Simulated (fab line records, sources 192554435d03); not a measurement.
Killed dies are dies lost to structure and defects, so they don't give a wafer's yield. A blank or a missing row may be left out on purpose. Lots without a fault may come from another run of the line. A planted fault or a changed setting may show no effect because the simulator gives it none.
fab line records | flow n5_finfet
record lots=15 wafers=45 last_day=18
route steps=1938 shown BEOL_M6@1211
lots that met no fault: from a run of the same line without faults
start_h: hours from the record's first day to the start of the lot's first wafer shown | wait_h: hours since the lot's step before | " the same as in the row above | L1.1+2: a row that stands for several wafers | - no value, or no start given | * or withheld: withheld | < > ~ a bound
route shown NAME@n: a module of which the file shows steps, and the number in the route of the first | usual: mean/standard deviation of fault-free wafers | same: alike in all rows | chamber/n: place in a boat | sites: the reading at each site | _std_site: their standard deviation | _edge_site: outer sites' mean less inner sites' | radius_mm: how far each site lies from the wafer's centre | mask NAME#n: copy n | behind: the tool/chamber that last shaped the wafer | hold: why the lot was held/for how many hours/how that ended | device: the transistor (n, p or np) that didn't switch | end of line: the same wafers' tests at the end of the route | a step without rows: its recipe alone | killed: dies lost to structure and defects at the first sort, not the wafer's yield | map: a wafer's dies, x killed, . not, _ none there
set.NAME: the setting as run; set.NAME@STEP: as run at that earlier step | model.NAME: the simulator's own value behind a step, which no gauge read
steps of the route over a sample of lots; a table a step, a row a wafer
services: from which hour (start_h, from the record's first day; less than 0 if before it) a tool's chamber was out of use, for how many hours, and why
## steps
# step N5_BEOL_M6_ETCH_61
# recipe chemistry=CF4 target=SiARC target_depth_a=455 mask_material=CAR-ArF time_s=75.8 ion_energy_ev=80 pressure_mtorr=40 source_w=545 bias_w=36 Ar_flow_sccm=100 cf4_flow_sccm=100 ends=cleared
# usual drypump_motor_current_A=6.1/0.36 etch_rf_on_time_s=75.7/1 oes_product_au=0.70/0.07 rf_vpp_V=183.8/0.99 showerhead_plenum_p_Torr=2.13/0.053 throttle_valve_pct=15.62/0.25
# columns lot.wafer tool chamber start_h wait_h drypump_motor_current_A etch_rf_on_time_s oes_product_au rf_hours_counter_h rf_vpp_V showerhead_plenum_p_Torr throttle_valve_pct
L363.2 rie_diel-04 2 183.15 0.0 5.3 74.3 0.84 4 182.2 2.11 15.22
L363.3 " 3 " " 6.3 77.8 0.57 252 182.8 2.02 16.06
L363.6 " 2 " " 5.4 74.5 0.84 - 183.8 2.11 15.20
L364.2 rie_diel-05 3 197.77 0.0 6.2 77.7 0.60 220 184.9 2.21 16.03
L364.4 " 3 " " 6.2 77.4 0.59 - 184.3 2.21 16.06
L364.6 " 2 " " 6.3 74.3 0.68 - 182.3 2.08 15.41
L365.2 rie_diel-03 0 197.90 0.0 5.8 74.4 0.72 72 185.7 2.17 15.80
L365.3 " 2 " " 5.4 77.3 0.58 234 185.2 2.20 16.19
L365.5 " 2 " " 5.5 78.0 0.58 - 183.8 2.20 16.19
L366.2 rie_diel-05 2 202.84 0.0 6.3 75.7 0.68 91 181.8 2.08 15.39
L366.3 " 0 " " 6.1 76.1 0.70 81 183.4 2.08 15.28
L366.4 " 0 " " 6.1 76.3 0.70 - 184.1 2.08 15.30
L368.2 rie_diel-03 2 224.80 0.0 5.5 77.6 0.57 244 184.4 2.20 16.22
L368.3 " 1 " " 6.5 75.7 0.76 27 184.8 2.10 15.70
L368.4 " 3 " " 6.3 75.1 0.68 124 184.8 2.15 15.51
L369.3 rie_diel-04 3 226.43 0.0 6.4 75.1 0.81 7 186.7 2.28 15.58
L369.4 " 0 " " 5.4 74.9 0.81 13 184.1 2.19 15.22
L369.6 " 1 " " 6.0 75.3 0.59 - 183.7 2.12 15.67
L370.1 rie_diel-04 1 229.46 0.0 6.0 74.6 0.59 209 183.4 2.12 15.69
L370.5 " 0 " " 5.4 74.1 0.82 - 184.8 2.19 15.23
L370.6 " 1 " " 6.0 74.9 0.59 - 183.1 2.12 15.67
L371.2 rie_diel-04 1 232.75 0.0 6.0 75.5 0.59 210 183.7 2.12 15.69
L371.4 " 0 " " 5.4 75.2 0.81 16 183.3 2.19 15.24
L371.5 " 2 " " 5.3 75.0 0.79 - 183.3 2.10 15.24
L377.1 rie_diel-05 3 267.16 0.0 6.2 78.2 0.58 239 184.7 2.20 16.07
L377.2 " 2 " " 6.3 75.3 0.67 113 182.6 2.08 15.44
L377.3 " 0 " " 6.1 76.6 0.68 103 182.9 2.07 15.33
L375.2 rie_diel-03 3 267.70 0.0 6.3 76.1 0.66 143 183.9 2.14 15.55
L375.4 " 0 " " 5.8 75.1 0.69 - 184.6 2.16 15.86
L375.6 " 3 " " 6.3 75.9 0.66 - 184.5 2.14 15.54
L376.1 rie_diel-05 1 273.29 0.0 6.2 75.8 0.74 26 183.8 2.09 15.55
L376.3 " 2 " " 6.3 74.9 0.66 116 184.3 2.08 15.44
L376.5 " 2 " " 6.3 75.3 0.66 - 182.8 2.08 15.46
L380.2 rie_diel-05 2 298.62 0.0 6.3 75.9 0.65 124 183.9 2.07 15.47
L380.4 " 2 " " 6.3 77.0 0.65 - 182.2 2.07 15.47
L380.6 " 1 " " 6.2 76.4 0.73 - 183.4 2.09 15.57
L382.2 rie_diel-03 2 299.10 0.0 5.5 74.9 0.81 9 183.3 2.19 15.77
L382.3 " 3 " " 6.3 76.2 0.65 156 182.9 2.14 15.57
L382.4 " 0 " " 5.8 75.8 0.68 115 184.4 2.16 15.88
L383.1 rie_diel-05 1 321.60 0.0 6.2 75.5 0.72 43 183.3 2.09 15.59
L383.3 " 3 " " 6.2 74.2 0.84 3 184.1 2.19 15.61
L383.5 " 0 " " 6.1 76.2 0.67 - 184.9 2.06 15.37
L384.1 rie_diel-03 0 326.19 0.0 5.7 74.3 0.68 127 183.0 2.15 15.92
L384.3 " 1 " " 6.5 75.4 0.71 69 182.6 2.08 15.78
L384.5 " 3 " " 6.3 75.6 0.65 - 184.0 2.14 15.58
# step N5_BEOL_M6_PEB_26
# recipe peb_temp_c=100 peb_time_s=60 resist=CAR-EUV
# usual chill_plate_temp_C=23.00/0.1 exhaust_pa=45.0/0.83
# columns lot.wafer tool chamber start_h wait_h chill_plate_temp_C exhaust_pa
L363.2 litho_track-01 0 184.66 0.1 22.79 45.3
L363.3 " 0 " " 22.98 44.2
L363.6 " 0 " " 22.96 44.5
L365.2 litho_track-01 0 199.63 0.1 23.23 43.6
L365.3 " 0 " " 23.05 44.5
L365.5 " 0 " " 23.07 44.3
L364.2 litho_track-03 0 199.71 0.1 22.97 46.0
L364.4 " 0 " " 23.02 45.8
L364.6 " 0 " " 23.05 45.3
L366.2 litho_track-02 0 204.38 0.1 22.94 44.3
L366.3 " 0 " " 22.96 45.2
L366.4 " 0 " " 22.91 46.2
L368.2 litho_track-01 0 226.76 0.1 22.88 45.1
L368.3 " 0 " " 22.99 45.4
L368.4 " 0 " " 22.92 44.7
L369.3 litho_track-03 0 227.50 0.0 22.87 45.3
L369.4 " 0 " " 22.85 46.1
L369.6 " 0 " " 22.84 45.9
L370.1 litho_track-01 0 231.22 0.1 22.97 45.8
L370.5 " 0 " " 22.95 45.5
L370.6 " 0 " " 22.97 44.5
L371.2 litho_track-01 0 234.10 0.1 23.02 44.3
L371.4 " 0 " " 23.14 44.2
L371.5 " 0 " " 23.11 45.1
L377.1 litho_track-01 - 269.75 0.1 - -
L377.2 " - " " - -
L377.3 " - " " - -
L375.2 litho_track-01 - 269.98 0.1 - -
L375.4 " - " " - -
L375.6 " - " " - -
L376.1 litho_track-02 - 274.96 0.1 - -
L376.3 " - " " - -
L376.5 " - " " - -
L380.2 litho_track-01 0 299.47 0.1 22.85 44.5
L380.4 " 0 " " 23.05 45.7
L380.6 " 0 " " 23.04 45.0
L382.2 litho_track-01 0 300.00 0.1 23.03 44.8
L382.3 " 0 " " 23.04 44.3
L382.4 " 0 " " 23.05 45.4
L383.1 litho_track-01 0 322.41 0.1 23.12 43.8
L383.3 " 0 " " 23.15 43.7
L383.5 " 0 " " 23.22 44.6
L384.1 litho_track-02 0 329.77 0.1 22.85 46.1
L384.3 " 0 " " 22.98 45.6
L384.5 " 0 " " 22.86 45.6
# step N5_BEOL_M6_OVL_MEAS_29
# recipe points_per_wafer=522
# usual V5_OVL=0.2/0.73
# columns lot.wafer tool chamber start_h wait_h V5_OVL[nm]
L363.2 overlay-01 0 184.77 0.0 1.2
L363.3 " 0 " " 0.6
L363.6 " 0 " " 0.6
L365.2 overlay-01 0 199.74 0.0 0.1
L365.3 " 0 " " -1.0
L365.5 " 0 " " -1.0
L364.2 overlay-02 0 199.82 0.0 -0.8
L364.4 " 0 " " 0.4
L364.6 " 0 " " -0.7
L366.2 overlay-02 0 204.48 0.0 -0.3
L366.3 " 0 " " -1.4
L366.4 " 0 " " -0.3
L368.2 overlay-02 0 226.86 0.0 0.5
L368.3 " 0 " " 1.5
L368.4 " 0 " " 0.1
L369.3 overlay-02 0 227.61 0.0 0.7
L369.4 " 0 " " 0.3
L369.6 " 0 " " -0.2
L370.1 overlay-01 0 231.32 0.0 0.4
L370.5 " 0 " " -0.1
L370.6 " 0 " " -0.3
L371.2 overlay-02 0 234.20 0.0 1.4
L371.4 " 0 " " 0.9
L371.5 " 0 " " -0.2
L377.1 overlay-01 0 269.85 0.0 -
L377.2 " 0 " " -
L377.3 " 0 " " -
L375.2 overlay-02 0 270.09 0.0 -
L375.4 " 0 " " -
L375.6 " 0 " " -
L376.1 overlay-02 0 275.06 0.0 -
L376.3 " 0 " " -
L376.5 " 0 " " -
L380.2 overlay-01 0 299.57 0.0 -0.9
L380.4 " 0 " " -0.1
L380.6 " 0 " " 0.9
L382.2 overlay-01 0 300.10 0.0 -0.5
L382.3 " 0 " " -0.1
L382.4 " 0 " " -0.5
L383.1 overlay-02 0 322.51 0.0 1.7
L383.3 " 0 " " 2.0
L383.5 " 0 " " 2.3
L384.1 overlay-02 0 329.87 0.0 0.7
L384.3 " 0 " " 0.0
L384.5 " 0 " " 0.7
# step N5_BEOL_M6_DESCUM_33
# recipe chemistry=O2 time_s=7 source_power_w=50 bias_power_w=20 pressure_mtorr=20 rf_frequency_hz=2.712e+07 temp_c=40 resist=CAR-EUV o2_flow_sccm=225
# usual drypump_motor_current_A=6.0/0.4 oes_product_au=0.83/0.092 rf_vpp_V=243.2/1.2 showerhead_plenum_p_Torr=2.09/0.061 throttle_valve_pct=20.43/0.26
# columns lot.wafer tool chamber start_h wait_h drypump_motor_current_A oes_product_au rf_hours_counter_h rf_vpp_V showerhead_plenum_p_Torr throttle_valve_pct
L363.2 rie_diel-04 3 184.99 0.2 6.3 0.66 253 241.1 1.98 20.89
L363.3 " 1 " " 6.0 0.70 193 241.7 2.08 20.45
L363.6 " 2 " " 5.4 0.96 - 243.8 2.04 19.93
L365.2 rie_diel-04 2 199.82 0.0 5.3 0.94 11 242.4 2.04 19.93
L365.3 " 1 " " 6.1 0.69 199 241.7 2.08 20.46
L365.5 " 2 " " 5.3 0.95 - 242.4 2.04 19.96
L364.2 rie_diel-03 1 199.90 0.0 6.5 0.90 17 242.0 2.05 20.60
L364.4 " 3 " " 6.3 0.80 114 243.8 2.11 20.31
L364.6 " 3 " " 6.3 0.80 - 244.0 2.11 20.30
L366.2 rie_diel-03 1 204.89 0.4 6.5 0.91 19 242.0 2.05 20.60
L366.3 " 2 " " 5.5 0.67 236 244.7 2.14 20.88
L366.4 " 3 " " 6.3 0.79 117 243.6 2.10 20.30
L368.2 rie_diel-04 3 226.95 0.0 6.3 0.94 7 245.6 2.24 20.55
L368.3 " 2 " " 5.3 0.92 21 242.3 2.04 19.96
L368.4 " 0 " " 5.4 0.95 13 244.4 2.15 20.15
L369.3 rie_diel-03 2 227.69 0.0 5.5 0.68 245 243.9 2.14 20.92
L369.4 " 3 " " 6.3 0.80 125 243.5 2.10 20.34
L369.6 " 0 " " 5.8 0.83 - 244.0 2.11 20.66
L370.1 rie_diel-03 0 231.43 0.1 5.8 0.82 85 243.0 2.11 20.66
L370.5 " 0 " " 5.7 0.83 - 243.1 2.11 20.66
L370.6 " 3 " " 6.3 0.79 - 242.9 2.10 20.33
L371.2 rie_diel-04 1 234.28 0.0 6.0 0.69 211 244.2 2.08 20.49
L371.4 " 0 " " 5.4 0.94 17 243.0 2.14 20.15
L371.5 " 2 " " 5.3 0.91 - 241.6 2.04 19.96
L377.1 rie_diel-04 0 269.94 0.0 5.4 0.91 31 242.2 2.14 20.16
L377.2 " 1 " " 6.0 0.67 225 242.8 2.07 20.51
L377.3 " 3 " " 6.3 0.90 23 244.4 2.23 20.56
L375.2 rie_diel-05 3 270.21 0.1 6.2 0.69 240 244.4 2.15 20.84
L375.4 " 0 " " 6.0 0.80 104 241.2 2.02 20.18
L375.6 " 1 " " 6.2 0.87 - 241.9 2.05 20.50
L376.1 rie_diel-04 0 275.16 0.0 5.4 0.90 32 243.0 2.14 20.19
L376.3 " 1 " " 6.0 0.68 227 242.9 2.07 20.51
L376.5 " 1 " " 6.0 0.67 - 242.3 2.07 20.52
L380.2 rie_diel-03 0 299.74 0.1 5.7 0.81 116 242.9 2.10 20.70
L380.4 " 2 " " 5.4 0.95 9 242.7 2.13 20.63
L380.6 " 0 " " 5.8 0.80 - 243.7 2.10 20.69
L382.2 rie_diel-03 0 300.19 0.0 5.7 0.79 116 244.9 2.10 20.71
L382.3 " 2 " " 5.5 0.95 9 244.4 2.13 20.62
L382.4 " 3 " " 6.3 0.77 157 241.3 2.09 20.36
L383.1 rie_diel-04 2 322.60 0.0 5.4 0.85 57 242.6 2.02 20.03
L383.3 " 1 " " 6.0 0.66 241 242.7 2.06 20.51
L383.5 " 2 " " 5.4 0.85 - 244.3 2.02 20.03
L384.1 rie_diel-03 1 330.21 0.3 6.5 0.83 72 242.3 2.03 20.68
L384.3 " 3 " " 6.4 0.75 168 243.0 2.09 20.40
L384.5 " 3 " " 6.3 0.75 - 244.2 2.09 20.38
## services
# columns tool chamber start_h hours kind
rie_diel-04 0 161.59 5.3 repair
rie_diel-03 1 165.50 5.0 repair
rie_diel-04 0 173.53 - clean
rie_diel-04 0 173.53 - consumable_replace:focus_ring
rie_diel-04 0 173.53 14.9 scheduled_down
rie_diel-04 0 173.53 14.9 vent_cycle
rie_diel-05 1 177.38 - clean
rie_diel-05 1 177.38 - consumable_replace:focus_ring
rie_diel-05 1 177.38 21.6 scheduled_down
rie_diel-04 3 188.51 - clean
rie_diel-04 3 188.51 - consumable_replace:focus_ring
rie_diel-04 3 188.51 - consumable_replace:showerhead
rie_diel-04 3 188.51 14.8 scheduled_down
rie_diel-04 3 188.51 14.8 vent_cycle
rie_diel-05 3 202.56 13.1 repair
rie_diel-03 2 245.19 - clean
rie_diel-03 2 245.19 - consumable_replace:focus_ring
rie_diel-03 2 245.19 22.5 scheduled_down
rie_diel-03 2 245.19 22.5 vent_cycle
litho_track-01 - 262.92 - consumable_replace:filter
rie_diel-03 2 282.26 6.2 repair
rie_diel-04 1 301.83 9.3 repair
rie_diel-05 0 311.43 10.0 repair
rie_diel-05 1 312.06 1.9 repair
## key
first_sign step=N5_BEOL_M6_PEB_26 reading=tool_record direction=missing
effect none on later readings
met_at N5_BEOL_M6_PEB_26
struck_lots L375,L376,L377
later_rows_left_out L375.2,L375.4,L375.6,L376.1,L376.3,L376.5,L377.1,L377.2,L377.3
sort_left_out L375.2,L375.4,L375.6,L376.1,L376.3,L376.5,L377.1,L377.2,L377.3
not_acting_at N5_BEOL_M6_ETCH_61,N5_BEOL_M6_OVL_MEAS_29,N5_BEOL_M6_DESCUM_33
onset_between 234.10 269.75
fault kind=skipped_step_whole tool=litho_track-01,litho_track-02 chamber=- onset_h=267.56 steps=N5_BEOL_M6_PEB_26 scope=struck_lots_only
# sort_left_out: the simulated sort isn't trusted on such a fault, so these wafers' sort isn't shown, and their yield isn't known
# later_rows_left_out: the simulator's readings of these wafers behind a module that went badly wrong aren't trusted and aren't shown, but for the sort
